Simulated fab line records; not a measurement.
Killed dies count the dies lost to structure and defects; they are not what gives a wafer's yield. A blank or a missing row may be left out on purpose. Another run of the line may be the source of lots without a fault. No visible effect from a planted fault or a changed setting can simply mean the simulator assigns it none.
Lot-split experiment | flow n5 finfet | 7 lots, 21 wafers read, on a route of 1938 steps

ON THE SPLIT
At N5_BEOL_M5_DEP_56 (deposits SiCN from 3MS/NH3, target thk 8 nm, time 14 s), the setting time s was moved away from the recipe's 14 s on 3 of the 21 wafers read, by -13.6% to +5.6%. This setting was run at the recipe's value on the other wafers.

The reading comes from the split's own step.

THE READING
SiCN_of_BEOL_M5_DEP_56.thk nm (the simulator's own value, which no gauge read), in nm, at N5_BEOL_M5_DEP_56 (deposits SiCN from 3MS/NH3, target thk 8 nm, time 14 s). No usual value for it is given in the file. Here, 18 wafers ran the recipe; their average is 8.1 nm with a standard deviation of 0.15 nm.

wafer  | tool, chamber at the split | time s as run, s | against the recipe | SiCN_of_BEOL_M5_DEP_56.thk nm, nm | against lot-mates on the recipe
L074.3 | pecvd-01, 2,0              | 14               | recipe             | 8.2                               | -
L074.4 | pecvd-01, 2,0              | 14               | recipe             | 8.2                               | -
L074.6 | pecvd-01, 1                | 12.7             | -9.3%              | 7.4                               | -0.8
L076.3 | pecvd-03, 2,1              | 14               | recipe             | 8.2                               | -
L076.6 | pecvd-03, 2,1              | 14               | recipe             | 8.2                               | -
L076.4 | pecvd-03, 0                | 14.79            | +5.6%              | 8.8                               | +0.6
L081.2 | pecvd-02, 1                | 14               | recipe             | 8                                 | -
L081.3 | pecvd-02, 1                | 14               | recipe             | 8                                 | -
L081.4 | pecvd-02, 0                | 14               | recipe             | 8.2                               | -
L084.3 | pecvd-02, 0,1              | 14               | recipe             | 8                                 | -
L084.5 | pecvd-02, 0,1              | 14               | recipe             | 8                                 | -
L084.4 | pecvd-02, 2                | 14               | recipe             | 8.2                               | -
L094.4 | pecvd-02, 1                | 14               | recipe             | 8                                 | -
L094.5 | pecvd-02, 1,0              | 14               | recipe             | 8.2                               | -
L094.6 | pecvd-02, 1,0              | 14               | recipe             | 8.2                               | -
L096.4 | pecvd-01, 1                | 12.09            | -13.6%             | 6.8                               | -1.0
L096.5 | pecvd-01, 2                | 14               | recipe             | 8                                 | -
L096.6 | pecvd-01, 0                | 14               | recipe             | 7.6                               | -
L095.1 | pecvd-03, 2,1              | 14               | recipe             | 8                                 | -
L095.5 | pecvd-03, 2,1              | 14               | recipe             | 8                                 | -
L095.4 | pecvd-03, 0                | 14               | recipe             | 8.2                               | -
Rows listing several chambers each stand for several wafers; the file does not say which wafer went through which chamber.

FIT RESULTS
A straight line over all 21 wafers: SiCN_of_BEOL_M5_DEP_56.thk nm changes by +0.0924 nm for each +1% of time s; r = +0.92; the points scatter about the line by 0.16 nm.
The same after taking each lot's own level away (the mean of its wafers on the recipe; 21 wafers): +0.0809 nm for each +1%; r = +0.95; scatter 0.11 nm.
Per that fit: largest time s move, reading shift of 1.1 nm.
Measured against the standard deviation above, the lots' own levels, which go from 7.80 to 8.20 nm, span 2.6 times it.
So the slope is not independent of the lot-to-lot level: the two fits are not the same.
Check: with one of the wafers moved furthest among these (-13.6%) left out of the fit, the line predicts -1.25 nm for it against its lot-mates. Against them it came out at -1 nm.

FURTHER SPLITS ON THESE WAFERS
Note: prior to the reading, these wafers also went through further splits. Each is held against what the fit with the lots' levels taken away leaves over:
other split on the same wafers | wafers away from the commonest value | r with SiCN_of_BEOL_M5_DEP_56.thk nm (lot level and that fit taken away)
N5_BEOL_M5_COAT_66 spin rpm    | 5                                    | +0.21

THE FILE'S OWN FIT
SiCN_of_BEOL_M5_DEP_56.thk nm changes by +0.0804 nm for each +1% of time s, r = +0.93.
